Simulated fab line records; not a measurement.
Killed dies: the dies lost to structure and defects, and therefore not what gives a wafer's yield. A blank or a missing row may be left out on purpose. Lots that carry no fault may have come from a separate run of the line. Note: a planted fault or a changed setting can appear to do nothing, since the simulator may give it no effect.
Which tool did it?	flow n5Finfet	9 lots with 27 wafers sampled at 5 steps, on a route of 1938 steps

== WHAT THE GAUGES READ, wafer by wafer ==
N5_BEOL_M4_RC_MEAS_101. Usual: DIBL_N 35.8 mV/V, standard deviation 1.8; DIBL_P 35.6 mV/V, standard deviation 2; IOFF_N 0.148 nA/um, standard deviation 0.028; IOFF_P 0.20 nA/um, standard deviation 0.034; ION_N 672 uA/um, standard deviation 12; ION_P 462 uA/um, standard deviation 8.5; SS_N 71.2 mV/dec, standard deviation 0.65; SS_P 73.1 mV/dec, standard deviation 0.67; VT_N 251 mV, standard deviation 3.3; VT_P -251 mV, standard deviation 3.8.
lot	measured	on	DIBL_N (mV/V)	DIBL_P (mV/V)	IOFF_N (nA/um)	IOFF_P (nA/um)	ION_N (uA/um)	ION_P (uA/um)	SS_N (mV/dec)	SS_P (mV/dec)	VT_N (mV)	VT_P (mV)	flag
L858	day 9 11:45	prober-02	33.2 34.2 34.0	32.1 33.6 32.3	0.111 0.129 0.116	0.16 0.19 0.16	667 674 655	459 467 453	70.4 70.5 70.5	72.0 72.8 72.6	254 250 254	-256 -250 -253	
L860	day 9 12:13	prober-01	33.9 36.2 36.4	31.6 35.5 35.4	0.107 0.157 0.153	0.17 0.23 0.22	652 682 667	459 474 462	70.5 71.4 71.6	72.6 73.2 73.1	255 250 250	-251 -246 -247	
L861	day 10 02:16	prober-02	34.6 35.9 35.2	34.3 35.7 34.7	0.121 0.136 0.137	0.19 0.21 0.19	663 674 677	457 467 468	70.1 71.3 70.8	73.5 72.8 72.4	253 252 250	-249 -247 -249	
L862	day 10 05:30	prober-01	38.0 34.9 33.6	37.4 34.3 32.3	0.178 0.117 0.105	0.21 0.17 0.14	676 656 661	456 454 450	71.5 71.0 69.8	73.8 73.0 72.1	252 255 255	-254 -252 -256	
L863	day 10 15:32	prober-01	35.1 35.3 34.7	34.7 35.3 34.5	0.135 0.146 0.150	0.18 0.18 0.18	666 673 697	458 456 468	71.8 71.5 70.6	71.9 72.5 72.7	252 249 248	-251 -251 -251	
L864	day 11 02:08	prober-01	35.6 34.6 34.9	36.3 35.0 35.4	0.158 0.145 0.152	0.21 0.18 0.20	679 681 679	466 462 460	71.1 71.2 71.2	73.5 72.8 73.0	248 251 250	-252 -250 -249	
L865	day 11 07:08	prober-02	39.7 36.7 38.2	38.6 35.2 37.0	0.244 0.162 0.192	0.31 0.25 0.27	677 668 669	467 468 459	73.2 72.6 72.4	74.3 73.2 74.0	245 252 248	-242 -243 -248	
L873	day 13 02:19	prober-01	38.6 37.8 38.0	41.2 39.5 39.9	0.200 0.181 0.183	0.27 0.24 0.25	678 684 682	464 462 472	72.5 71.2 72.0	74.2 73.9 74.1	245 247 250	-247 -249 -247	
L874	day 13 18:52	prober-02	35.8 38.4 35.3	35.0 37.4 33.1	0.147 0.197 0.138	0.19 0.24 0.18	677 691 682	463 478 464	71.3 71.6 71.0	72.4 72.5 71.9	250 246 254	-248 -247 -250	

== WHAT TOOL EACH LOT RAN ON (gives the tool, then ch and the chambers of the sampled wafers, and finally the start) ==
lot	N5_FIN_SAQP_ETCH_52	N5_FIN_SAQP_SPACER1_ALD_24	N5_FIN_SAQP_RECESS_63	N5_FIN_SAQP_ETCH_67
L858	rieDiel-06 ch 1,2,3, day 3 11:25	aldSin-01 ch 0,1,3, day 3 12:26	vaporEtch-01 ch 0, day 3 13:39	rieDiel-03 ch 0,2, day 3 14:11
L860	rieDiel-05 ch 0,2,3, day 3 23:30	aldSin-02 ch 1,3, day 4 00:30	vaporEtch-02 ch 0,1, day 4 01:41	rieDiel-06 ch 1,2,3, day 4 02:12
L861	rieDiel-03 ch 0,1,2, day 4 04:44	aldSin-02 ch 0,1,2, day 4 06:02	vaporEtch-02 ch 0,1, day 4 07:13	rieDiel-06 ch 1,2,3, day 4 07:44
L862	rieDiel-03 ch 0,2,3, day 4 10:44	aldSin-02 ch 0,1,2, day 4 11:45	vaporEtch-02 ch 0,1, day 4 12:56	rieDiel-05 ch 0,1,3, day 4 13:46
L863	rieDiel-03 ch 0,1,2, day 4 17:48	aldSin-02 ch 1,2,3, day 4 18:52	vaporEtch-02 ch 0,1, day 4 20:12	rieDiel-05 ch 0,1,3, day 4 20:42
L864	rieDiel-05 ch 0,1,2, day 5 00:17	aldSin-01 ch 0,1,3, day 5 01:26	vaporEtch-02 ch 0,1, day 5 02:44	rieDiel-05 ch 0,1,3, day 5 03:15
L865	rieDiel-05 ch 0,3, day 5 05:04	aldSin-02 ch 0,1,2, day 5 06:15	vaporEtch-01 ch 0,1, day 5 07:34	rieDiel-05 ch 0,1,2, day 5 08:05
L873	rieDiel-03 ch 0,2,3, day 7 04:30	aldSin-04 ch 1,2,3, day 7 06:37	vaporEtch-02 ch 0,1, day 7 07:58	rieDiel-03 ch 0,2, day 7 08:29
L874	rieDiel-05 ch 0,2,3, day 7 10:31	aldSin-01 ch 0,2,3, day 7 11:35	vaporEtch-01 ch 0,1, day 7 12:46	rieDiel-06 ch 2,3, day 7 13:18
- N5_FIN_SAQP_ETCH_52: etches SOC in N2/H2, target depth 100 nm, overetch 20 nm, time 150 s.
- N5_FIN_SAQP_SPACER1_ALD_24: deposits SiO2, target thk 20.3 nm, pulse time 1 s, purge time 2 s.
- N5_FIN_SAQP_RECESS_63: chemistry HF/NH3, target SiO2, target depth 18 nm, afs cycles 3, sublimation time 60 s.
- N5_FIN_SAQP_ETCH_67: etches SiNx in CH3F/O2, target depth 30 nm.

== AS READ BY THE TOOLS THEMSELVES (means over the sampled wafers that have a number; for cases with no such wafer, the mark the record gives instead) ==
N5_FIN_SAQP_ETCH_52. Usual: drypumpMotorCurrentA 5.6 A, standard deviation 0.42; oesProductAu 0.68 a.u., standard deviation 0.06; rfVppV 523.5 V, standard deviation 2.2; showerheadPlenumPTorr 2.52 Torr, standard deviation 0.072; throttleValvePct 17.77 %, standard deviation 0.24.
lot	tool	drypumpMotorCurrentA (A)	oesProductAu (a.u.)	rfVppV (V)	showerheadPlenumPTorr (Torr)	throttleValvePct (%)	flag
L858	rieDiel-06	5.9	0.68	522.1	2.47	17.60	
L860	rieDiel-05	5.5	0.66	524.5	2.56	17.78	
L861	rieDiel-03	5.9	0.68	522.5	2.51	17.93	
L862	rieDiel-03	6.0	0.77	522.6	2.47	17.73	
L863	rieDiel-03	5.9	0.68	523.0	2.51	17.94	
L864	rieDiel-05	5.5	0.67	525.6	2.57	17.69	
L865	rieDiel-05	5.4	0.63	522.6	2.51	18.06	
L873	rieDiel-03	6.0	0.73	522.5	2.46	17.78	
L874	rieDiel-05	5.5	0.72	524.6	2.55	17.72	

N5_FIN_SAQP_SPACER1_ALD_24. Usual: heaterPowerW 448 W, standard deviation 43; precursorPulseHeightRel 0.999, standard deviation 0.02; susceptorTempC 300.01 C, standard deviation 0.19.
lot	tool	heaterPowerW (W)	precursorPulseHeightRel	susceptorTempC (C)	flag
L858	aldSin-01	460	0.980	299.99	
L860	aldSin-02	448	1.011	299.92	
L861	aldSin-02	481	1.013	299.90	
L862	aldSin-02	481	1.014	300.02	
L863	aldSin-02	432	1.015	295.73	OFF
L864	aldSin-01	467	0.999	299.94	
L865	aldSin-02	455	1.011	295.87	OFF
L873	aldSin-04	427	1.007	300.15	
L874	aldSin-01	476	0.995	300.21	

N5_FIN_SAQP_RECESS_63. Usual: drypumpMotorCurrentA 5.6 A, standard deviation 0.42; sublimationTempC 180.03 C, standard deviation 0.17.
lot	tool	drypumpMotorCurrentA (A)	sublimationTempC (C)	flag
L858	vaporEtch-01	5.9	180.02	
L860	vaporEtch-02	5.3	179.88	
L861	vaporEtch-02	5.3	180.02	
L862	vaporEtch-02	5.3	180.11	
L863	vaporEtch-02	5.3	179.97	
L864	vaporEtch-02	5.2	179.80	
L865	vaporEtch-01	6.1	179.95	
L873	vaporEtch-02	5.2	180.09	
L874	vaporEtch-01	6.1	180.16	

N5_FIN_SAQP_ETCH_67. Usual: drypumpMotorCurrentA 5.7 A, standard deviation 0.41; oesProductAu 0.76 a.u., standard deviation 0.069; rfVppV 298 V, standard deviation 5.7; showerheadPlenumPTorr 1.98 Torr, standard deviation 0.057; throttleValvePct 16.37 %, standard deviation 0.19.
lot	tool	drypumpMotorCurrentA (A)	oesProductAu (a.u.)	rfVppV (V)	showerheadPlenumPTorr (Torr)	throttleValvePct (%)	flag
L858	rieDiel-03	6.1	0.83	297	1.95	16.32	
L860	rieDiel-06	5.8	0.74	294	1.94	16.23	
L861	rieDiel-06	5.9	0.74	294	1.94	16.24	
L862	rieDiel-05	5.4	0.73	296	1.99	16.49	
L863	rieDiel-05	5.4	0.73	295	1.99	16.50	
L864	rieDiel-05	5.4	0.72	295	1.99	16.51	
L865	rieDiel-05	5.5	0.75	297	2.03	16.29	
L873	rieDiel-03	6.2	0.78	296	1.93	16.39	
L874	rieDiel-06	5.9	0.68	292	1.89	16.40	

== THE ANSWER, worked out from the rows above alone ==
Rule: a lot counts as off when the mean over its wafers that have a number is more than 3 standard deviations away from the usual mean. Also off: a lot with no number at a reading for which 4 or more lots have one. Where the step has rows for the other lots, those lots are counted as sound. After the gauges, taken in route order, come the tools' own readings; for these a lot's mean is taken, as printed above. At the first step where some lot is off, the reading lying furthest off is the one used; lots without a number count as furthest.
Off: L863, L865, at N5_FIN_SAQP_SPACER1_ALD_24 (susceptorTempC).
A tool fits if, at that step or a process step before it, it ran every lot that is off, and no sound lot after the first of them. One fits: aldSin-02 at N5_FIN_SAQP_SPACER1_ALD_24. Its last sound lot is L862 (day 4 11:45), its first lot that is off L863 (day 4 18:52): a fault that began between those two fits.
On the lots that are off, the tool's own readings at N5_FIN_SAQP_SPACER1_ALD_24 differ by more than 5 times the standard deviation of the sound lots' means, which bears it out; susceptorTempC reads 295.80 C there versus 300.02 C on the sound lots.

== WHAT THE SIMULATOR PUT IN ==
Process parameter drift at N5_FIN_SAQP_SPACER1_ALD_24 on aldSin-02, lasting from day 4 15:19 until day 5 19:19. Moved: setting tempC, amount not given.
Struck lots among those shown: L863, L865. The same result came from the rule above.
